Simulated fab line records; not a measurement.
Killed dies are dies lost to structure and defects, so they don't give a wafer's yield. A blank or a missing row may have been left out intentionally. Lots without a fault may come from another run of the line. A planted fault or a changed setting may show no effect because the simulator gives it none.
fab line records | flow n5-finfet
record lots=6 wafers=16 last-day=20
route steps=1938 shown BEOL_M10@1495 PASSIVATION@1936
lots untouched by any fault: they come from a run of this same line in which no faults occurred
start-h: the number of hours between the record's first day and the start of the first shown wafer of the lot | wait-h: hours from the lot's prior step to this one | " same as the row above | L1.1+2: one row covering several wafers at once | - no value, or no start given | * or withheld: withheld | < > ~ a bound
route shown NAME@n: names a module that has steps shown in the file, with the first one's number in the route | usual: average and standard deviation across the fault-free wafers | same: alike in all rows | chamber/n: place in a boat | sites: per-site readings | _std_site: how widely they spread, as a standard deviation | _edge_site: inner sites' mean taken away from outer sites' mean | radius-mm: for every site, how far away it sits from the centre of the wafer | mask NAME#n: copy n | behind: tool/chamber where the wafer was last shaped | hold: reason for holding the lot/hours on hold/outcome of the hold | device: the n, p or np transistor that did not switch | end of line: the route-end tests of the same wafers | a step without rows: its recipe alone | killed: the dies lost at the first sort to structure and to defects; this is not the yield of the wafer | map: per-die view of a wafer (x killed, . not killed, _ where there is no die)
set.NAME: setting as actually run; set.NAME@STEP: the setting as run at that earlier step | model.NAME: the simulator's own value behind a step, which no gauge read
lots at selected steps of the route; one table per step, one row per wafer
services: the hour from which a tool's chamber was out of use, counted from the record's first day as start-h (under 0 if before that day), plus the number of hours and why
## steps
# step N5_BEOL_M10_COAT_64
# recipe resist=SiARC temp-c=220 time-s=60 spin-rpm=1500 resist-thk-nm=30
# step N5_BEOL_M10_COAT_22
# recipe resist=CAR-ArF spin-rpm=1500 resist-thk-nm=90
# step N5_BEOL_M10_EBR_24
# recipe solvent=PGMEA ebr-width-mm=1.5
# step N5_BEOL_M10_SOFTBAKE_23
# recipe temp-c=110 time-s=60 resist=CAR-ArF
# step N5_BEOL_M10_EXPOSE_25
# recipe mask-id=V9 na=1.35 source-shape=annular sigma-inner=0.5 sigma-outer=0.8 polarization=unpolarized dose-mj=85.5
# step N5_BEOL_M10_PEB_26
# recipe peb-temp-c=withheld peb-time-s=60 resist=CAR-ArF
# step N5_BEOL_M10_DEVELOP_27
# recipe develop-time-s=30 developer=TMAH resist=CAR-ArF rinse-liquid=diw dry=air-spin dev-temp-c=23
# step N5_BEOL_M10_CD_MEAS_28
# recipe target-cd-nm=70 landing-energy-ev=500 detector=se-inlens polarity=opening
# usual cd-nm=70.3/0.95
# same landing-energy-ev=500
# columns lot.wafer tool chamber start-h wait-h cd-nm
L731.1 cd-sem-01 0 238.30 - 69.3
L731.3 " 0 " " 70.0
L731.5 " 0 " " 70.3
L737.1 cd-sem-03 0 281.07 - 69.1
L737.2 " 0 " " 69.6
L737.6 " 0 " " 68.9
L738.1 cd-sem-03 0 289.49 - 70.9
L738.4 " 0 " " 71.1
L738.6 " 0 " " 70.4
L746.1 cd-sem-02 0 327.24 - 70.8
L746.5 " 0 " " 72.5
L747.1 cd-sem-03 0 337.86 - 68.6
L747.4 " 0 " " 68.4
L753.4 cd-sem-03 0 414.67 - 68.1
L753.5 " 0 " " 69.2
L753.6 " 0 " " 70.0
# step N5_BEOL_M10_OVL_MEAS_29
# recipe points-per-wafer=44
# usual V9_OVL=0.0/0.76
# columns lot.wafer tool chamber start-h wait-h V9_OVL[nm]
L731.1 overlay-02 0 238.33 0.0 0.0
L731.3 " 0 " " -0.1
L731.5 " 0 " " -0.1
L737.1 overlay-01 0 281.10 0.0 -0.2
L737.2 " 0 " " -0.2
L737.6 " 0 " " -1.4
L738.1 overlay-02 0 289.52 0.0 1.2
L738.4 " 0 " " 1.2
L738.6 " 0 " " 0.8
L746.1 overlay-01 0 327.27 0.0 1.0
L746.5 " 0 " " 2.2
L747.1 overlay-02 0 337.89 0.0 -1.2
L747.4 " 0 " " -1.3
L753.4 overlay-02 0 414.70 0.0 1.0
L753.5 " 0 " " -0.4
L753.6 " 0 " " 0.4
# step N5_BEOL_M10_INSPECT_30
# recipe mode=adi inspect-instrument=brightfield
# usual raw-defect-count=408/84
# columns lot.wafer tool chamber start-h wait-h raw-defect-count
L731.1 defect-inspect-02 - 238.35 0.0 397
L731.3 " - " " 361
L731.5 " - " " 430
L737.1 defect-inspect-02 - 281.12 0.0 334
L737.2 " - " " 403
L737.6 " - " " 287
L738.1 defect-inspect-01 - 289.55 0.0 367
L738.4 " - " " 489
L738.6 " - " " 424
L746.1 defect-inspect-01 - 327.29 0.0 361
L746.5 " - " " 352
L747.1 defect-inspect-02 - 337.91 0.0 349
L747.4 " - " " 451
L753.4 defect-inspect-01 - 414.73 0.0 451
L753.5 " - " " 524
L753.6 " - " " 549
# step N5_BEOL_M10_DESCUM_33
# recipe chemistry=O2 time-s=7.9 source-power-w=50 bias-power-w=20 pressure-mtorr=20 rf-frequency-hz=2.712e+07 temp-c=40 resist=CAR-ArF o2-flow-sccm=225
# usual drypump-motor-current-A=5.6/0.39 o2-flow-sccm=225.0/0.66 oes-product-au=0.81/0.093 rf-vpp-V=243.4/1.5 showerhead-plenum-p-Torr=2.11/0.081 temp-c=40.00/0.11 throttle-valve-pct=20.26/0.19
# columns lot.wafer tool chamber start-h wait-h drypump-motor-current-A o2-flow-sccm oes-product-au rf-hours-counter-h rf-vpp-V showerhead-plenum-p-Torr temp-c throttle-valve-pct
L731.1 rie-diel-04 3 238.39 0.0 5.8 225.2 0.72 187 242.9 2.06 40.07 20.16
L731.3 " 2 " " 5.7 225.6 0.81 94 241.3 2.03 40.03 20.19
L731.5 " 3 " " 5.8 224.6 0.72 - 243.6 2.06 40.21 20.19
L737.1 rie-diel-02 2 281.16 0.0 5.9 225.9 1.01 2 246.5 2.23 40.04 20.34
L737.2 " 1 " " 5.7 225.5 0.75 177 242.0 1.99 40.09 20.34
L737.6 " 2 " " 5.9 225.2 1.00 - 245.6 2.23 39.89 20.35
L738.1 rie-diel-02 1 289.61 0.1 5.7 224.6 0.73 181 242.3 1.99 40.01 20.34
L738.4 " 3 " " 5.7 225.4 0.91 20 243.8 2.14 40.04 19.89
L738.6 " 1 " " 5.6 224.6 0.73 - 240.9 1.99 40.02 20.34
L746.1 rie-diel-02 0 327.59 0.3 5.3 225.3 0.68 246 241.5 2.05 40.04 20.30
L746.5 " 2 " " 5.9 224.7 0.92 - 246.2 2.22 39.93 20.39
L747.1 rie-diel-02 1 338.41 0.5 5.7 224.1 0.73 194 240.9 1.99 39.97 20.35
L747.4 " 3 " " 5.7 224.3 0.88 - 244.6 2.13 40.11 19.90
L753.4 rie-diel-02 0 415.15 0.4 5.3 226.4 0.93 16 242.8 2.05 40.11 19.94
L753.5 " 1 " " 5.7 224.8 0.71 - 242.6 1.98 40.13 20.42
L753.6 " 0 " " 5.3 225.0 0.93 - 242.7 2.05 40.11 19.94
# step N5_BEOL_M10_ETCH_65
# recipe chemistry=CF4 target=SiARC target-depth-a=390 mask-material=CAR-ArF time-s=65 ion-energy-ev=80 pressure-mtorr=40 source-w=545 bias-w=36 Ar_flow_sccm=100 cf4-flow-sccm=100 ends=cleared
# usual cf4-flow-sccm=100.00/0.28 drypump-motor-current-A=5.6/0.39 etch-rf-on-time-s=64.6/1.5 oes-product-au=0.69/0.078 rf-vpp-V=184.3/1.3 showerhead-plenum-p-Torr=2.17/0.074 throttle-valve-pct=15.51/0.18
# columns lot.wafer tool chamber start-h wait-h cf4-flow-sccm drypump-motor-current-A etch-rf-on-time-s oes-product-au rf-hours-counter-h rf-vpp-V showerhead-plenum-p-Torr throttle-valve-pct
L731.1 rie-diel-04 3 238.42 0.0 100.23 5.8 64.4 0.62 187 185.2 2.14 15.61
L731.3 " 2 " " 99.93 5.8 64.7 0.70 94 182.8 2.09 15.48
L731.5 " 3 " " 100.47 5.8 64.8 0.61 - 184.4 2.14 15.59
L737.1 rie-diel-02 2 281.19 0.0 100.47 5.9 63.4 0.84 2 186.4 2.28 15.51
L737.2 " 1 " " 100.24 5.7 64.3 0.64 177 183.6 2.06 15.58
L737.6 " 2 " " 100.09 5.9 63.4 0.84 - 185.4 2.28 15.52
L738.1 rie-diel-02 1 289.65 0.0 100.15 5.7 64.0 0.64 181 183.7 2.05 15.60
L738.4 " 3 " " 100.05 5.7 61.8 0.79 20 185.0 2.20 15.17
L738.6 " 1 " " 100.34 5.6 64.0 0.64 - 182.3 2.05 15.59
L746.1 rie-diel-02 0 327.63 0.0 100.19 5.3 63.8 0.60 246 183.4 2.13 15.70
L746.5 " 2 " " 100.53 5.9 64.5 0.78 - 187.0 2.27 15.54
L747.1 rie-diel-02 1 338.44 0.0 100.02 5.6 64.7 0.63 194 181.6 2.05 15.62
L747.4 " 3 " " 99.96 5.6 62.4 0.76 - 184.0 2.20 15.21
L753.4 rie-diel-02 0 415.18 0.0 100.22 5.3 62.6 0.80 16 185.0 2.12 15.23
L753.5 " 1 " " 99.84 5.7 64.3 0.62 - 183.9 2.04 15.66
L753.6 " 0 " " 100.54 5.3 63.2 0.80 - 184.2 2.12 15.24
# step N5_BEOL_M10_ETCH_66
# recipe chemistry=N2/H2 target=SOC target-depth-a=1200 overetch-a=240 mask-material=SiARC temp-c=40 time-s=180 ion-energy-ev=200 pressure-mtorr=30 source-w=840 bias-w=150 n2-flow-sccm=200 h2-flow-sccm=200
# usual drypump-motor-current-A=5.7/0.39 h2-flow-sccm=199.9/0.57 oes-product-au=0.65/0.069 rf-vpp-V=524.5/2.8 showerhead-plenum-p-Torr=2.57/0.1 temp-c=39.98/0.1 throttle-valve-pct=17.75/0.17
# columns lot.wafer tool chamber start-h wait-h drypump-motor-current-A h2-flow-sccm oes-product-au rf-hours-counter-h rf-vpp-V showerhead-plenum-p-Torr temp-c throttle-valve-pct model.SiARC_of_BEOL_M10_COAT_64.thk-nm
L731.1 rie-diel-04 3 238.47 0.0 5.8 200.6 0.58 187 523.5 2.54 40.01 17.91 22.6
L731.3 " 2 " " 5.8 200.2 0.65 94 521.7 2.46 40.01 17.51 22.8
L731.5 " 3 " " 5.8 200.1 0.59 - 522.8 2.54 40.11 17.92 22.8
L737.1 rie-diel-02 2 281.24 0.0 6.0 200.5 0.79 2 528.6 2.72 40.09 17.81 22.6
L737.2 " 1 " " 5.7 199.4 0.60 178 521.7 2.43 39.97 17.81 22.4
L737.6 " 2 " " 5.9 201.0 0.79 - 528.8 2.72 39.98 17.83 22.6
L738.1 rie-diel-02 1 289.70 0.0 5.7 198.8 0.60 181 520.5 2.43 39.81 17.80 22.6
L738.4 " 3 " " 5.7 200.4 0.72 20 527.4 2.61 39.89 17.48 22.2
L738.6 " 1 " " 5.7 199.7 0.60 - 519.8 2.43 40.00 17.80 22.4
L746.1 rie-diel-02 0 327.68 0.0 5.3 200.3 0.56 246 522.8 2.49 40.10 17.78 19.4
L746.5 " 2 " " 5.9 200.3 0.74 - 528.3 2.71 39.84 17.85 19.8
L747.1 rie-diel-02 1 338.49 0.0 5.6 200.0 0.59 194 519.9 2.42 40.12 17.80 19.6
L747.4 " 3 " " 5.7 199.1 0.70 - 525.5 2.61 40.19 17.50 22.2
L753.4 rie-diel-02 0 415.23 0.0 5.3 200.3 0.74 16 523.3 2.48 39.97 17.37 22.6
L753.5 " 1 " " 5.7 200.6 0.58 - 519.6 2.41 39.95 17.89 22.8
L753.6 " 0 " " 5.3 200.4 0.76 - 522.0 2.48 40.02 17.36 22.6
# step N5_BEOL_M10_STRIP_69
# recipe chemistry=N2/H2 temp-c=40 n2-flow-sccm=200 h2-flow-sccm=200 rf-frequency-hz=6e+07
# step N5_PASSIVATION_PROBE_49
# usual defect-limited-yield=91.1/1.4 killed_at_M0_to_M3=32/9.3 killed_at_M4_up=13/5.8 killed-at-contacts=12/6.3 killed-at-front-end=44/12 killed-at-other=3.6/2.7 killed-dies=104/17 killed-open=69/13 killed-short=34/6.9 sort_bin_4_leakage=0.00/0.031 sort_bin_5_function=5.2/0.98 sort_bin_6_memory=3.3/0.59 sort-n-pass=1075/17 sort-yield-pct=91.1/1.4
# same gross-dies=1180 killed-at-back-side=0 sort_bin_8_speed[%]=0
# columns lot.wafer tool chamber start-h wait-h defect-limited-yield[%] killed_at_M0_to_M3 killed_at_M4_up killed-at-contacts killed-at-front-end killed-at-other killed-dies killed-open killed-short sort_bin_4_leakage[%] sort_bin_5_function[%] sort_bin_6_memory[%] sort-n-pass sort-yield-pct[%]
L731.1 prober-01 - 292.60 0.0 91.0 43 11 7 45 0 106 84 22 0 5.8 3.1 1074 91.0
L731.3 prober-01 - 292.70 0.1 92.7 25 12 12 35 2 86 57 28 0 3.9 3.3 1094 92.7
L731.5 prober-01 - 292.80 0.2 92.7 22 4 3 55 2 86 44 36 0 3.5 2.8 1094 92.7
L737.1 prober-01 - 332.66 0.0 92.3 31 3 7 44 6 91 59 31 0 4.9 2.5 1089 92.3
L737.2 prober-01 - 332.71 0.1 90.8 40 13 14 34 8 109 78 29 0 5.3 3.7 1071 90.8
L737.6 prober-01 - 332.91 0.3 93.4 29 9 6 24 10 78 53 23 0 3.7 2.7 1102 93.4
L738.1 prober-01 - 341.09 0.0 91.3 30 13 4 51 5 103 73 28 0 5.3 3.1 1077 91.3
L738.4 prober-01 - 341.24 0.2 92.1 18 2 7 62 4 93 56 36 0 4.7 2.9 1087 92.1
L738.6 prober-01 - 341.34 0.3 92.5 20 12 10 40 6 88 65 22 0 4.4 2.9 1092 92.5
L746.1 prober-02 - 376.18 0.0 91.4 33 8 4 54 3 102 68 33 0 5.0 3.5 1078 91.4
L746.5 prober-02 - 376.38 0.2 89.8 51 8 12 47 2 120 88 30 0 6.1 3.6 1060 89.8
L747.1 prober-01 - 398.17 0.0 91.2 24 14 18 43 5 104 62 35 0.25 5.5 2.8 1073 90.9
L747.4 prober-01 - 398.32 0.2 92.3 28 14 14 35 0 91 62 27 0.25 4.6 2.8 1086 92.0
L753.4 prober-01 - 470.45 0.2 92.8 24 9 14 33 5 85 57 27 0 4.6 2.6 1095 92.8
L753.5 prober-01 - 470.50 0.2 93.6 27 8 5 34 1 75 47 26 0 3.3 3.1 1105 93.6
L753.6 prober-01 - 470.55 0.3 90.6 51 13 17 27 3 111 76 32 0 5.7 3.6 1069 90.6
# killed by level:class
L731.1 FIN_SAQP:geometric-particle:open=24 BEOL_M2:geometric-particle:open=13 BEOL_M3:geometric-particle:open=10 FIN_SAQP:geometric-particle:short=7 BEOL_M0_SAQP:geometric-particle:open=7 MOL_CONTACT_COAG:geometric-particle:open=5 BEOL_M1:geometric-particle:open=4 BEOL_M4:geometric-particle:open=4
L731.3 MOL_CONTACT_COAG:geometric-particle:open=10 FIN_SAQP:geometric-particle:open=9 FIN_SAQP:geometric-particle:short=8 BEOL_M0_SAQP:geometric-particle:short=8 STI_FIN_REVEAL:geometric-particle:open=6 DUMMY_GATE:geometric-particle:open=5 BEOL_M3:geometric-particle:open=4 ILD0:geometric-particle:open=3
L731.5 FIN_SAQP:geometric-particle:short=19 FIN_SAQP:geometric-particle:open=15 HKMG_FIN:area-etch=6 STI_FIN_REVEAL:geometric-particle:open=5 BEOL_M0_SAQP:geometric-particle:short=5 GATE_CUT:geometric-particle:open=3 BEOL_M0:geometric-particle:open=3 BEOL_M1:geometric-particle:open=3
L737.1 BEOL_M3:geometric-particle:open=8 STI_FIN_REVEAL:geometric-particle:open=7 GATE_CUT:geometric-particle:short=7 BEOL_M0_SAQP:geometric-particle:open=7 FIN_SAQP:geometric-particle:open=6 BEOL_M2:geometric-particle:open=6 FIN_SAQP:geometric-particle:short=5 MOL_CONTACT_COAG:geometric-particle:open=5
L737.2 BEOL_M3:geometric-particle:open=13 MOL_CONTACT_COAG:geometric-particle:open=11 FIN_SAQP:geometric-particle:short=10 BEOL_M1:geometric-particle:open=9 FIN_SAQP:geometric-particle:open=7 BEOL_M7:geometric-particle:open=7 BEOL_M2:geometric-particle:open=5 STI_FIN_REVEAL:geometric-particle:open=4
L737.6 BEOL_M3:geometric-particle:open=8 MOL_CONTACT_COAG:geometric-particle:open=6 BEOL_M1:geometric-particle:open=6 GATE_CUT:geometric-particle:short=4 BEOL_M0_SAQP:geometric-particle:open=4 FIN_SAQP:geometric-particle:open=3 MIM_TOP_ETCH:geometric-particle:short=3 BEOL_M0_SAQP:geometric-particle:short=3
L738.1 STI_FIN_REVEAL:geometric-particle:open=16 BEOL_M2:geometric-particle:open=10 FIN_SAQP:geometric-particle:open=7 GATE_CUT:geometric-particle:short=7 STI_FIN_REVEAL:geometric-particle:short=5 BEOL_M0_SAQP:geometric-particle:short=5 ILD0:geometric-particle:open=4 BEOL_M0_SAQP:geometric-particle:open=4
L738.4 FIN_SAQP:geometric-particle:open=16 FIN_SAQP:geometric-particle:short=14 STI_FIN_REVEAL:geometric-particle:open=7 GATE_CUT:geometric-particle:open=7 DUMMY_GATE:geometric-particle:open=5 MOL_CONTACT_COAG:geometric-particle:open=5 BEOL_M2:geometric-particle:open=4 PASS1_CAP:geometric-particle:short=4
L738.6 MOL_CONTACT_COAG:geometric-particle:open=9 STI_FIN_REVEAL:geometric-particle:open=8 GATE_CUT:geometric-particle:short=8 DUMMY_GATE:geometric-particle:open=7 GATE_CUT:geometric-particle:open=5 BEOL_M0:geometric-particle:open=5 BEOL_M4:geometric-particle:open=4 BEOL_M0_SAQP:geometric-particle:short=3
L746.1 STI_FIN_REVEAL:geometric-particle:open=21 BEOL_M3:geometric-particle:open=8 FIN_SAQP:geometric-particle:short=7 BEOL_M2:geometric-particle:open=6 FIN_SAQP:geometric-particle:open=5 GATE_CUT:geometric-particle:short=5 BEOL_M0_SAQP:geometric-particle:open=5 STI_FIN_REVEAL:geometric-particle:short=4
L746.5 MOL_CONTACT_COAG:geometric-particle:open=12 BEOL_M2:geometric-particle:open=12 BEOL_M3:geometric-particle:open=12 FIN_SAQP:geometric-particle:open=10 BEOL_M0_SAQP:geometric-particle:open=8 FIN_SAQP:geometric-particle:short=7 BEOL_M0_SAQP:geometric-particle:short=7 STI_FIN_REVEAL:geometric-particle:open=6
L747.1 FIN_SAQP:geometric-particle:open=11 MOL_CONTACT_COAG:geometric-particle:open=11 GATE_CUT:geometric-particle:short=7 MOL_CONTACT_COAG:geometric-particle:short=7 FIN_SAQP:geometric-particle:short=6 BEOL_M3:geometric-particle:open=6 BEOL_M2:geometric-particle:open=6 HKMG_FIN:area-etch=5
L747.4 FIN_SAQP:geometric-particle:open=16 MOL_CONTACT_COAG:geometric-particle:open=7 MOL_CONTACT_COAG:geometric-particle:short=7 BEOL_M4:geometric-particle:open=7 BEOL_M1:geometric-particle:open=6 FIN_SAQP:geometric-particle:short=5 BEOL_M2:geometric-particle:open=5 BEOL_M0_SAQP:geometric-particle:short=4
L753.4 MOL_CONTACT_COAG:geometric-particle:open=11 BEOL_M3:geometric-particle:open=10 FIN_SAQP:geometric-particle:short=8 FIN_SAQP:geometric-particle:open=5 STI_FIN_REVEAL:geometric-particle:open=3 DUMMY_GATE:geometric-particle:open=3 ILD0:geometric-particle:open=3 BEOL_M2:geometric-particle:open=3
L753.5 BEOL_M2:geometric-particle:open=12 FIN_SAQP:geometric-particle:short=9 STI_FIN_REVEAL:geometric-particle:open=6 FIN_SAQP:geometric-particle:open=4 ILD0:geometric-particle:open=3 MOL_CONTACT_COAG:geometric-particle:open=3 BEOL_M0_SAQP:geometric-particle:open=3 BEOL_M1:geometric-particle:open=3
L753.6 MOL_CONTACT_COAG:geometric-particle:open=15 BEOL_M2:geometric-particle:open=12 BEOL_M0_SAQP:geometric-particle:open=10 BEOL_M0_SAQP:geometric-particle:short=9 BEOL_M3:geometric-particle:open=9 GATE_CUT:geometric-particle:short=7 BEOL_M4:geometric-particle:open=5 FIN_SAQP:geometric-particle:open=3
## services
# columns tool chamber start-h hours kind
rie-diel-02 3 223.86 - clean
rie-diel-02 3 223.86 - consumable-replace:focus-ring
rie-diel-02 3 223.86 20.6 scheduled-down
rie-diel-02 3 223.86 20.6 vent-cycle
rie-diel-02 2 244.49 - clean
rie-diel-02 2 244.49 - consumable-replace:focus-ring
rie-diel-02 2 244.49 - consumable-replace:showerhead
rie-diel-02 2 244.49 30.8 scheduled-down
rie-diel-02 2 244.49 30.8 vent-cycle
rie-diel-02 1 300.39 15.4 repair
rie-diel-02 3 305.25 2.1 repair
rie-diel-04 1 308.27 2.9 repair
rie-diel-04 0 311.57 9.9 repair
rie-diel-02 0 338.41 - clean
rie-diel-02 0 338.41 - consumable-replace:focus-ring
rie-diel-02 0 338.41 14.4 scheduled-down
rie-diel-02 0 338.41 14.4 vent-cycle
rie-diel-04 3 346.23 10.6 repair
rie-diel-04 - 352.25 0.6 repair
rie-diel-02 0 389.92 9.1 repair
## key
first-sign none at tools or gauges
model-effect step=N5_BEOL_M10_ETCH_66 value=SiARC_of_BEOL_M10_COAT_64.thk-nm without=22.6 struck=19.6
met-at N5_BEOL_M10_ETCH_66
struck-wafers L746.1,L746.5,L747.1
onset-between 289.70 327.68
fault kind=process-parameter-drift tool=rie-diel-02 chamber=- onset-h=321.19 steps=N5_BEOL_M10_ETCH_66 channel=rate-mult offset=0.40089 shape=step end-h=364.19 scope=struck-wafers-only
